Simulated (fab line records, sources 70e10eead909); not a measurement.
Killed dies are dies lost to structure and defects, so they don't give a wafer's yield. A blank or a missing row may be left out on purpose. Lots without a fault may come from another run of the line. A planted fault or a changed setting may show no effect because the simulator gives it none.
fab line records | flow nand_harc
record lots=6 wafers=18 last_day=23
route steps=1159 shown A_CHANNEL_HOLE_D1@484 A_CHANNEL_FILL_D1@490 END@1159
lots that met no fault: from a run of the same line without faults
start_h: hours from the record's first day to the start of the lot's first wafer shown | wait_h: hours since the lot's step before | " the same as in the row above | L1.1+2: a row that stands for several wafers | - no value, or no start given | * or withheld: withheld | < > ~ a bound
route shown NAME@n: a module of which the file shows steps, and the number in the route of the first | usual: mean/standard deviation of fault-free wafers | same: alike in all rows | chamber/n: place in a boat | sites: the reading at each site | _std_site: their standard deviation | _edge_site: outer sites' mean less inner sites' | radius_mm: how far each site lies from the wafer's centre | mask NAME#n: copy n | behind: the tool/chamber that last shaped the wafer | hold: why the lot was held/for how many hours/how that ended | device: the transistor (n, p or np) that didn't switch | end of line: the same wafers' tests at the end of the route | a step without rows: its recipe alone | killed: dies lost to structure and defects at the first sort, not the wafer's yield | map: a wafer's dies, x killed, . not, _ none there
set.NAME: the setting as run; set.NAME@STEP: as run at that earlier step | model.NAME: the simulator's own value behind a step, which no gauge read
lots at some steps of the route; a table a step, a row a wafer
services: from which hour (start_h, from the record's first day; less than 0 if before it) a tool's chamber was out of use, for how many hours, and why
## steps
# step NHARC_A_CHANNEL_HOLE_D1_STRIP_27
# recipe o2_flow_sccm=500 ar_flow_sccm=0 bias_w=0 chemistry=O2
# usual drypump_motor_current_A=5.9/0.41 oes_product_au=1.000/0.0085 rf_vpp_V=57.9/0.92 showerhead_plenum_p_Torr=3.54/0.11 throttle_valve_pct=17.035/0.0096
# columns lot.wafer tool chamber start_h wait_h drypump_motor_current_A oes_product_au rf_hours_counter_h rf_vpp_V showerhead_plenum_p_Torr throttle_valve_pct
L978.1 rie_diel-10 2 - - 5.8 1.009 0 59.9 3.41 17.035
L978.4 " 3 " " 5.9 1.009 0 58.7 3.59 17.021
L978.6 " 1 " " 5.4 0.999 - 59.2 3.73 17.035
L982.2 rie_diel-01 2 - - 6.2 0.997 3 57.6 3.40 17.021
L982.1 " 3 " " 5.9 1.001 5 58.4 3.49 17.052
L982.6 " 3 " " 5.9 1.004 - 57.5 3.49 17.039
L983.4 rie_diel-02 3 - - 6.0 0.988 2 57.9 3.52 17.029
L983.3 " 0 " " 5.6 0.991 2 57.9 3.45 17.037
L983.1 " 1 " " 5.0 0.994 2 59.7 3.76 17.026
L988.1 rie_diel-01 0 - - 6.7 1.001 8 56.1 3.61 17.036
L988.5 " 2 " " 6.2 1.008 - 56.8 3.40 17.022
L988.6 " 3 " " 6.0 0.999 - 58.4 3.49 17.024
L993.4 rie_diel-10 2 - - 5.8 1.021 7 57.6 3.41 17.037
L993.3 " 3 " " 5.9 1.014 6 57.5 3.58 17.032
L993.1 " 0 " " 6.1 1.002 7 58.5 3.61 17.022
L995.4 rie_diel-10 0 - - 6.1 1.001 7 58.3 3.61 17.043
L995.1 " 2 " " 5.8 1.001 8 58.7 3.41 17.029
L995.5 " 0 " " 6.1 1.011 - 58.3 3.60 17.029
# step NHARC_A_CHANNEL_HOLE_D1_PRECLEAN_28
# recipe time_s=* temp_c=50 bath_age_min=0 chemistry=SC1
# step NHARC_A_CHANNEL_HOLE_D1_SRD_29
# step NHARC_A_CHANNEL_HOLE_D1_CD_MEAS_30
# usual cd_nm=89.7/1.7
# columns lot.wafer tool chamber start_h wait_h cd_nm
L978.1 cd_sem-01 - 191.32 - 90.4
L978.4 " - " " 93.2
L978.6 " - " " 92.8
L982.1 cd_sem-01 - 207.21 - 90.0
L982.2 " - " " 88.3
L982.6 " - " " 89.8
L983.1 cd_sem-02 - 207.96 - 88.2
L983.3 " - " " 90.4
L983.4 " - " " 89.7
L988.1 cd_sem-01 - 244.40 - 89.3
L988.5 " - " " 88.9
L988.6 " - " " 90.3
L993.1 cd_sem-02 - 276.24 - 93.6
L993.3 " - " " 89.6
L993.4 " - " " 93.8
L995.1 cd_sem-03 - 287.21 - 92.3
L995.4 " - " " 89.2
L995.5 " - " " 93.2
# step NHARC_A_CHANNEL_HOLE_D1_XSEM_31
# recipe landing_energy_ev=35000
# usual bot_cd_nm=74.1/1.7 bow_nm=8.55/0.25 tilt_deg=0.05/0.041
# columns lot.wafer tool chamber start_h wait_h bot_cd_nm bow_nm tilt_deg
L978.1 xsem-01 0 191.41 0.1 74.3 8.84 0.06
L978.4 " 0 " " 77.5 8.80 0.06
L978.6 " 0 " " 76.4 8.81 0.06
L982.1 xsem-01 0 207.30 0.1 74.9 8.53 0.01
L982.2 " 0 " " 73.2 8.54 0.01
L982.6 " 0 " " 74.7 8.55 0.01
L983.1 xsem-02 0 208.05 0.1 72.8 8.93 0.06
L983.3 " 0 " " 75.0 8.91 0.06
L983.4 " 0 " " 74.1 9.06 0.06
L988.1 xsem-02 0 244.51 0.1 74.3 8.45 0.09
L988.5 " 0 " " 73.8 8.56 0.09
L988.6 " 0 " " 75.7 8.44 0.09
L993.1 xsem-02 0 276.33 0.1 78.6 8.52 0.02
L993.3 " 0 " " 74.7 8.50 0.02
L993.4 " 0 " " 79.0 8.54 0.02
L995.1 xsem-02 0 287.31 0.1 75.4 8.43 0.05
L995.4 " 0 " " 73.5 8.53 0.05
L995.5 " 0 " " 76.7 8.51 0.05
# step NHARC_A_CHANNEL_HOLE_D1_INSPECT_40
# usual raw_defect_count=60/18
# columns lot.wafer tool chamber start_h wait_h raw_defect_count
L978.1 defect_inspect-01 - 191.51 - 48
L978.4 " - " " 52
L978.6 " - " " 69
L982.1 defect_inspect-01 - 207.39 - 62
L982.2 " - " " 44
L982.6 " - " " 59
L983.1 defect_inspect-02 - 208.15 - 52
L983.3 " - " " 46
L983.4 " - " " 45
L988.1 defect_inspect-01 - 244.60 - 65
L988.5 " - " " 65
L988.6 " - " " 64
L993.1 defect_inspect-02 - 276.43 - 72
L993.3 " - " " 25
L993.4 " - " " 57
L995.1 defect_inspect-02 - 287.40 - 55
L995.4 " - " " 73
L995.5 " - " " 61
# step NHARC_A_CHANNEL_FILL_D1_PRECLEAN_00
# recipe time_s=* temp_c=50 bath_age_min=0 chemistry=SC1
# step NHARC_A_CHANNEL_FILL_D1_SRD_01
# step NHARC_A_CHANNEL_FILL_D1_ALD_02
# recipe target_thk_a=60 pulse_time_s=10 ald_cycles=60 temp_c=300 material=SiO2
# usual ald_cycles=60/0 heater_power_w=500/60 precursor_pulse_height_rel=1.001/0.019
# columns lot.wafer tool chamber start_h wait_h ald_cycles heater_power_w precursor_pulse_height_rel
L978.1 ald_hk-02 0 194.63 - 60 503 1.011
L978.4 " 1 " " 60 386 0.980
L978.6 " 1 " " 60 396 0.990
L982.1 ald_hk-01 3 207.94 - 60 496 0.982
L982.2 " 1 " " 60 563 1.000
L982.6 " 2 " " 60 452 0.982
L983.3 ald_hk-01 1 208.35 - 60 566 1.004
L983.4 " 2 " " 60 441 0.994
L983.1 " 0 " " 60 508 1.003
L988.1 ald_hk-04 3 247.50 - 60 605 1.028
L988.5 " 2 " " 60 553 1.001
L988.6 " 3 " " 60 615 0.996
L993.4 ald_hk-01 0 276.63 - 60 497 1.016
L993.3 " 1 " " 60 544 0.966
L993.1 " 2 " " 60 423 0.962
L995.1 ald_hk-04 3 288.24 - 60 625 0.998
L995.4 " 1 " " 60 488 1.015
L995.5 " 0 " " 60 498 0.982
# step NHARC_A_CHANNEL_FILL_D1_ALD_03
# recipe target_thk_a=60 pulse_time_s=60 ald_cycles=58 temp_c=630 pressure_torr=2 material=SiNx
# step NHARC_A_CHANNEL_FILL_D1_ALD_14
# recipe target_thk_a=25 pulse_time_s=10 ald_cycles=25 temp_c=300 material=SiO2
# usual ald_cycles=25/0 heater_power_w=484/57 precursor_pulse_height_rel=1.003/0.019
# columns lot.wafer tool chamber start_h wait_h ald_cycles heater_power_w precursor_pulse_height_rel
L978.4 ald_hk-02 0 201.50 0.3 25 487 1.014
L978.1 " 2 " " 25 412 0.989
L978.6 " 0 " " 25 509 1.011
L982.1 ald_hk-02 1 214.92 0.1 25 394 1.019
L982.2 " 2 " " 25 424 1.004
L982.6 " 0 " " 25 503 0.986
L983.3 ald_hk-02 2 215.11 0.3 25 430 0.972
L983.4 " 3 " " 25 461 0.998
L983.1 " 1 " " 25 406 1.019
L988.1 ald_hk-04 1 254.48 0.1 25 489 0.999
L988.5 " 0 " " 25 490 1.005
L988.6 " 1 " " 25 478 1.036
L993.1 ald_hk-04 0 283.87 0.7 25 488 0.997
L993.4 " 2 " " 25 545 0.998
L993.3 " 3 " " 25 610 1.017
L995.4 ald_hk-02 3 297.32 2.5 25 475 1.014
L995.1 " 1 " " 25 383 0.994
L995.5 " 3 " " 25 470 1.011
# step NHARC_A_CHANNEL_FILL_D1_ALD_15
# recipe target_thk_a=20 pulse_time_s=60 ald_cycles=19 temp_c=630 pressure_torr=2 material=SiNx
# usual ald_cycles=19/0 precursor_pulse_height_rel=1.000/0.018
# columns lot.wafer tool chamber start_h wait_h ald_cycles precursor_pulse_height_rel
L978.1 ald_sin_batch-01 0 - - 19 1.001
L978.4 " 0 " " 19 0.994
L978.6 " 0 " " 19 1.011
L982.1 ald_sin_batch-03 0 - - 19 0.990
L982.2 " 0 " " 19 1.005
L982.6 " 0 " " 19 0.975
L983.1 ald_sin_batch-03 0 - - 19 0.990
L983.3 " 0 " " 19 1.006
L983.4 " 0 " " 19 0.996
L988.1 ald_sin_batch-02 0 - - 19 0.997
L988.5 " 0 " " 19 1.006
L988.6 " 0 " " 19 1.009
L993.1 ald_sin_batch-02 0 - - 19 1.014
L993.3 " 0 " " 19 1.018
L993.4 " 0 " " 19 0.992
L995.1 ald_sin_batch-01 0 - - 19 1.024
L995.4 " 0 " " 19 0.999
L995.5 " 0 " " 19 1.009
# step NHARC_A_CHANNEL_FILL_D1_ALD_16
# recipe target_thk_a=15 pulse_time_s=10 ald_cycles=15 temp_c=300 material=SiO2
# usual ald_cycles=15/0 heater_power_w=496/55 precursor_pulse_height_rel=1.001/0.019
# columns lot.wafer tool chamber start_h wait_h ald_cycles heater_power_w precursor_pulse_height_rel
L978.4 ald_hk-01 3 207.54 1.2 15 494 0.975
L978.1 " 1 " " 15 553 0.993
L978.6 " 3 " " 15 484 0.967
L982.2 ald_hk-02 0 220.02 0.0 15 507 0.974
L982.1 " 3 " " 15 468 0.991
L982.6 " 0 " " 15 494 1.002
L983.3 ald_hk-01 2 220.02 0.0 15 444 1.003
L983.4 " 3 " " 6 491 0.987
L983.1 " 0 " " 15 523 0.986
L988.1 ald_hk-01 0 259.69 0.1 15 479 0.974
L988.6 " 3 " " 6 474 1.009
L988.5 " 0 " " 15 481 1.005
L993.3 ald_hk-04 3 289.08 0.0 15 606 1.015
L993.1 " 1 " " 15 480 1.022
L993.4 " 2 " " 15 546 1.019
L995.1 ald_hk-02 3 302.51 0.0 15 472 1.009
L995.4 " 1 " " 15 388 0.991
L995.5 " 0 " " 15 497 0.998
# step NHARC_A_CHANNEL_FILL_D1_ANNEAL_17
# recipe temp_c=850 time_s=1800
# step NHARC_END_SORT_01
# recipe temp_c=25
# usual killed_at_array=21/8.9 killed_at_other=0.8/1.3 killed_at_periphery=3.6/2.4 killed_dies=26/8.9 killed_open=3.1/1.8 killed_short=1.9/1.3
# same gross_dies=677
# columns lot.wafer tool chamber start_h wait_h killed_at_array killed_at_other killed_at_periphery killed_dies killed_open killed_short
L978.1 prober-01 0 446.10 2.5 28 0 1 29 2 1
L978.4 prober-01 0 448.56 3.5 17 0 1 18 1 0
L978.6 prober-01 0 450.20 4.1 29 0 1 30 2 2
L983.1 prober-01 0 454.05 2.5 15 0 7 22 3 1
L983.3 prober-01 0 455.68 3.1 18 0 4 22 5 1
L983.4 prober-01 0 456.49 3.4 20 0 1 21 1 3
L982.1 prober-02 0 463.58 2.5 33 2 3 38 3 3
L982.2 prober-02 0 464.38 2.8 33 0 4 37 3 0
L982.6 prober-02 0 467.56 4.0 35 0 1 36 0 2
L993.1 prober-02 0 543.07 2.6 15 1 0 16 1 4
L993.3 prober-02 0 544.67 3.1 18 0 3 21 2 3
L993.4 prober-02 0 545.48 3.4 11 0 2 13 5 0
L995.1 prober-01 0 551.08 2.5 23 1 6 30 3 5
L995.4 prober-01 0 553.49 3.4 30 0 1 31 4 3
L995.5 prober-01 0 554.29 3.7 21 0 2 23 4 2
# killed by level:class
L978.1 A_CHANNEL_HOLE_D1:chamber_film_flake=17 A_CONTACT:chamber_film_flake=5 A_STAIRCASE:chamber_film_flake=2 A_CHANNEL_FILL_D1:geometric_particle:open=1 A_CHANNEL_FILL_D1:geometric_particle:short=1 A_M0:geometric_particle:open=1 P_ZERO_WELL:chamber_film_flake=1 A_SLIT:chamber_film_flake=1
L978.4 A_CHANNEL_HOLE_D1:chamber_film_flake=12 A_STAIRCASE:chamber_film_flake=2 A_CONTACT:chamber_film_flake=2 P_STI:geometric_particle:open=1 A_M0:chamber_film_flake=1
L978.6 A_CHANNEL_HOLE_D1:chamber_film_flake=14 A_CONTACT:chamber_film_flake=4 A_CHANNEL_FILL_D1:chamber_film_flake=3 A_STAIRCASE:chamber_film_flake=3 P_CONTACT:geometric_particle:open=1 A_SOURCE_PLATE:geometric_particle:short=1 A_CHANNEL_FILL_D1:geometric_particle:short=1 A_CONTACT:geometric_particle:open=1
L983.1 A_CONTACT:chamber_film_flake=4 P_M1:chamber_film_flake=3 A_STAIRCASE:chamber_film_flake=3 P_ZERO_WELL:chamber_film_flake=2 A_CHANNEL_HOLE_D1:chamber_film_flake=2 A_SLIT:chamber_film_flake=2 P_M0:geometric_particle:open=1 A_ONON_D1:geometric_particle:open=1
L983.3 A_SLIT:chamber_film_flake=6 A_STAIRCASE:chamber_film_flake=3 A_CONTACT:geometric_particle:open=2 P_M1:chamber_film_flake=2 A_CHANNEL_HOLE_D1:chamber_film_flake=2 A_CONTACT:chamber_film_flake=2 P_CONTACT:geometric_particle:open=1 A_ONON_D1:geometric_particle:short=1
L983.4 A_SLIT:chamber_film_flake=9 A_STAIRCASE:chamber_film_flake=3 A_CONTACT:chamber_film_flake=3 A_CHANNEL_FILL_D1:geometric_particle:short=2 A_ONON_D1:geometric_particle:open=1 A_CHANNEL_HOLE_D1:geometric_particle:short=1 P_ZERO_WELL:chamber_film_flake=1 A_CHANNEL_HOLE_D1:chamber_film_flake=1
L982.1 A_CHANNEL_HOLE_D1:chamber_film_flake=12 A_SLIT:chamber_film_flake=11 A_CONTACT:chamber_film_flake=4 P_CONTACT:chamber_film_flake=2 A_STAIRCASE:chamber_film_flake=2 P_CONTACT:geometric_particle:open=1 A_CHANNEL_HOLE_D1:geometric_particle:short=1 A_SGD_CUT:geometric_particle:open=1
L982.2 A_CHANNEL_HOLE_D1:chamber_film_flake=13 A_CONTACT:chamber_film_flake=10 A_SLIT:chamber_film_flake=6 A_STAIRCASE:chamber_film_flake=3 P_CONTACT:chamber_film_flake=2 P_CONTACT:geometric_particle:open=1 P_M0:geometric_particle:open=1 A_ONON_D1:geometric_particle:open=1
L982.6 A_CHANNEL_HOLE_D1:chamber_film_flake=17 A_STAIRCASE:chamber_film_flake=6 A_SLIT:chamber_film_flake=6 A_CONTACT:chamber_film_flake=4 P_GATE:geometric_particle:short=1 A_CHANNEL_FILL_D1:geometric_particle:short=1 A_CHANNEL_FILL_D1:chamber_film_flake=1
L993.1 A_CONTACT:chamber_film_flake=5 A_CHANNEL_HOLE_D1:chamber_film_flake=3 A_ONON_D1:geometric_particle:short=1 A_CHANNEL_HOLE_D1:geometric_particle:short=1 A_SGD_CUT:geometric_particle:short=1 A_CONTACT:geometric_particle:open=1 A_M1:geometric_particle:short=1 A_ZERO_WELL:chamber_film_flake=1
L993.3 A_CHANNEL_HOLE_D1:chamber_film_flake=6 A_CONTACT:chamber_film_flake=5 A_BLC:geometric_particle:short=2 P_M0:geometric_particle:open=1 A_STAIRCASE:geometric_particle:short=1 A_CONTACT:geometric_particle:open=1 P_ZERO_WELL:chamber_film_flake=1 P_BONDPAD:chamber_film_flake=1
L993.4 A_CHANNEL_HOLE_D1:chamber_film_flake=4 A_ONON_D1:geometric_particle:open=2 A_WL_FILL:chamber_film_flake=2 P_CONTACT:geometric_particle:open=1 P_M1:geometric_particle:open=1 A_CHANNEL_FILL_D1:geometric_particle:open=1 A_ZERO_WELL:chamber_film_flake=1 A_CONTACT:chamber_film_flake=1
L995.1 A_CHANNEL_HOLE_D1:chamber_film_flake=19 P_M0:geometric_particle:short=2 P_GATE:geometric_particle:open=1 P_CONTACT:geometric_particle:open=1 A_SOURCE_PLATE:geometric_particle:short=1 A_CONTACT:geometric_particle:open=1 A_M1:geometric_particle:short=1 STARTING-WAFER:geometric_particle:short=1
L995.4 A_CHANNEL_HOLE_D1:chamber_film_flake=20 A_STAIRCASE:chamber_film_flake=3 A_ONON_D1:geometric_particle:short=2 P_GATE:geometric_particle:open=1 A_CHANNEL_FILL_D1:geometric_particle:open=1 A_WL_FILL:geometric_particle:open=1 A_WL_FILL:geometric_particle:short=1 A_BLC:geometric_particle:open=1
L995.5 A_CHANNEL_HOLE_D1:chamber_film_flake=16 A_CONTACT:geometric_particle:open=2 P_GATE:geometric_particle:open=1 P_CONTACT:geometric_particle:open=1 A_WL_FILL:geometric_particle:short=1 A_M1:geometric_particle:short=1 A_WL_FILL:chamber_film_flake=1
## services
# columns tool chamber start_h hours kind
rie_diel-01 - 171.93 0.1 repair
rie_diel-10 2 174.22 6.4 repair
rie_diel-10 - 176.50 9.0 pm
rie_diel-01 0 186.16 2.2 repair
ald_hk-04 - 194.74 10.0 pm
ald_hk-01 - 231.24 10.0 pm
ald_hk-01 0 231.24 10.0 vent_cycle
ald_hk-01 1 231.24 10.0 vent_cycle
ald_hk-01 2 231.24 10.0 vent_cycle
ald_hk-01 3 231.24 10.0 vent_cycle
ald_hk-01 0 241.24 - clean
ald_hk-01 1 241.24 - clean
rie_diel-02 3 277.26 8.8 repair
ald_hk-02 - 282.30 0.9 repair
ald_hk-02 - 283.21 10.0 pm
ald_hk-02 0 283.21 10.0 vent_cycle
ald_hk-02 1 283.21 10.0 vent_cycle
ald_hk-02 2 283.21 10.0 vent_cycle
ald_hk-02 3 283.21 10.0 vent_cycle
ald_hk-02 0 293.21 - clean
ald_hk-02 1 293.21 - clean
ald_hk-02 2 293.21 - clean
ald_hk-02 3 293.21 - clean
xsem-02 - 302.00 14.0 pm
## key
first_sign step=NHARC_A_CHANNEL_FILL_D1_ALD_16 reading=ald_cycles direction=down sigmas=99+ usual=15 struck=6
effect none on later readings
met_at NHARC_A_CHANNEL_FILL_D1_ALD_16
struck_wafers L983.4,L988.6
tester_left_out L983,L988
onset_between 207.54 220.02
fault kind=process_parameter_drift tool=ald_hk-01 chamber=3 onset_h=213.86 steps=NHARC_A_CHANNEL_FILL_D1_ALD_16 channel=ald_cycles offset=-9 shape=step end_h=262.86 acts_in=these_recipes_only stated=15
# tester_left_out: of these lots the tester's yield and bins aren't shown, on N5 and GAA mostly nor the transistor test; their killed dies are dies lost to structure and defects alone, not to doping, threshold or leakage, so they don't give the yield
